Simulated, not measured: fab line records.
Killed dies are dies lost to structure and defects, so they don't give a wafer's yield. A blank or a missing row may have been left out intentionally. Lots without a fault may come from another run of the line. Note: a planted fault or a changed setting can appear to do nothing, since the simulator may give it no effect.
Chamber matching + flow n5 finfet + 3 sister chambers for N5_BEOL_M10_CURE_72 on uv cure-03
The step cures SiCOH lowk, time 120 s. 3 wafers are shown with their chamber, then 12 later ones without.

== WAFERS PAIRED WITH THEIR CHAMBERS ==
| wafer  | chamber | wafer_temp_C_max |
|--------|---------|------------------|
| L083.6 | 2       | 372.1            |
| L087.5 | 0       | 372.1            |
| L089.6 | 1       | 372.6            |

== WAFERS WITH NO CHAMBER GIVEN ==
| wafer  | wafer_temp_C_max |
|--------|------------------|
| L092.1 | 372.1            |
| L092.2 | 371.8            |
| L092.5 | 372.3            |
| L094.2 | 371.8            |
| L094.3 | 373.1            |
| L094.4 | 372.8            |
| L093.1 | 372.0            |
| L093.4 | 372.3            |
| L093.5 | 372.2            |
| L093.2 | 371.6            |
| L093.3 | 372.3            |
| L093.6 | 372.9            |

== CHAMBER TAKEN BY EACH ==
| wafer  | from the rows above          | in truth |
|--------|------------------------------|----------|
| L092.1 | can't be placed: 0 or 2 or 1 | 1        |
| L092.2 | can't be placed: 0 or 2 or 1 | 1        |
| L092.5 | can't be placed: 0 or 2 or 1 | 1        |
| L094.2 | can't be placed: 0 or 2 or 1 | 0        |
| L094.3 | can't be placed: 1 or 0 or 2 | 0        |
| L094.4 | can't be placed: 1 or 0 or 2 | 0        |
| L093.1 | can't be placed: 0 or 2 or 1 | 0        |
| L093.4 | can't be placed: 0 or 2 or 1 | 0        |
| L093.5 | can't be placed: 0 or 2 or 1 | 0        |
| L093.2 | can't be placed: 0 or 2 or 1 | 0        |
| L093.3 | can't be placed: 0 or 2 or 1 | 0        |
| L093.6 | can't be placed: 1 or 0 or 2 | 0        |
Correct placement for 0 of the 12. Unplaceable from these rows: 12, with the true chamber sitting among the candidates in 12. 0 placed wrongly.
How it was worked out, from the rows above alone: a wafer's distance from a chamber is the root of the sum, over the readings, of the square of ((its reading less the chamber's mean) divided by the reading's scatter). The wafer belongs to the nearest chamber; if the next one is less than 2 further off, it can't be placed. The mean given for a chamber averages the wafers shown for that chamber. The scatter: root of mean squared gap, hidden wafer to nearest shown wafer, with one shown wafer a chamber.
